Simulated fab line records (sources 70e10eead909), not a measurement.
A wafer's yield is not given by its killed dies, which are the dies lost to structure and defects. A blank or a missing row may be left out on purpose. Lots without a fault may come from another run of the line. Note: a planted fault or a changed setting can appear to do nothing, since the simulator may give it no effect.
8D (eight disciplines) problem report, filled in by code -- flow nand_harc -- the parts of the form that need people (team, actions taken, sign-off) are left out

== 1. THE PROBLEM ==
Wafers without a fault read 170.1 nm, standard deviation 0.76; cd_nm at NHARC_P_M2_CD_MEAS_09 reads a mean of 184.2 nm on 6 wafers belonging to 2 lots. That puts it +19 standard deviations away from the usual mean.
The step: target cd 170 nm.
First observed at day 13 18:13: wafer L648.1, on cd_sem-03. Wafers with a number at this step in the record: 36, from 12 lots. Rule for "out" (also "out of limits"): further than 4 standard deviations from the usual mean. The other wafers with a number count as sound.

== 2. WHAT IT IS; WHAT IT IS NOT ==
question,is,is not
which readings at this step,cd_nm,-
which lots,"L648, L651","L630, L631, L632, L633, L634, L635, L637, L640, L642, L643"
which wafers of those lots,all that have a number,-
read on which gauges,"cd_sem-02, cd_sem-03",cd_sem-01
when,from day 13 18:13,up to then (30 sound wafers)

== 3. THE SUSPECTS, EACH WITH WHAT RULES IT OUT ==
Counting: any tool at a process step up to the reading is kept as a suspect provided that every lot that is out went through it and no sound lot did after the first of them.
- ruled out: the gauge at NHARC_P_M2_CD_MEAS_09. The wafers that are out were read on 2 gauges (cd_sem-02, cd_sem-03).
- rie_diel-12 at NHARC_P_M1_ETCH_15 (etches the open film in C4F8/Ar, target depth 182.5 nm, time 91.2 s): kept. Every lot that is out went through it, starting with L648 (day 13 18:08), and after that it ran no sound lot; the last sound lot it ran before then is L643 (day 11 18:30). Because NHARC_P_M1_ETCH_15 lacks a start for some lots, the hours and order of its lots are taken from NHARC_P_M2_PEB_07.
- litho_track-04 at NHARC_P_M2_PEB_07 (peb time 65 s): kept. Every lot that is out went through it, starting with L648 (day 13 18:08), and after that it ran no sound lot; the last sound lot it ran before then is L642 (day 11 19:29). Its own readings are out on those wafers: heater_power_total_W, plate_temp_C.
What counting leaves: rie_diel-12 at NHARC_P_M1_ETCH_15 and litho_track-04 at NHARC_P_M2_PEB_07.

== 4. THE CAUSE (what the simulator had put in) ==
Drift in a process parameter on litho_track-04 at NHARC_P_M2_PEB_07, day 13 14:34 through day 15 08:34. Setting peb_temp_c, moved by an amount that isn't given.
Counting leaves 2 suspects; this tool is one of them.

== 5. SEQUENCE OF EFFECTS, ordered by route ==
Each row: a reading whose mean over the struck wafers that have a number lies more than 3 standard deviations from the usual. Only readings whose record carries a usual standard deviation are examined. hours: median over the lots of the time between each lot's start at the first step of this table that gives one and its start at this step. sigmas: the change, counted in usual standard deviations.
hours,step,reading,usual,on struck wafers,change,sigmas
0,NHARC_P_M2_PEB_07,heater_power_total_W,156.6 W,166.4,+9.8,+23
0,NHARC_P_M2_PEB_07,plate_temp_C,99.99 C,104.65,+4.66,+36
0,NHARC_P_M2_CD_MEAS_09,cd_nm,170.1 nm,184.2,+14.1,+19
Process steps it contains:
- NHARC_P_M2_PEB_07: peb time 65 s.

== 6. HOW IT WOULD HAVE BEEN CAUGHT EARLIER ==
Counted from the fault's start at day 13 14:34, it took 4 hours until the first out-of-limits reading at a measuring or inspecting step in this record, taken at day 13 18:13.
At NHARC_P_M2_PEB_07, the tool's own readings (heater_power_total_W, plate_temp_C) were out on each struck wafer the step has a row for, so an alarm limit on them would have fired on the first such wafer.
Among the 2 lots that are out, L651 began NHARC_P_M2_PEB_07 on litho_track-04 after day 13 18:13. A tool hold placed at that time would have kept it from harm.
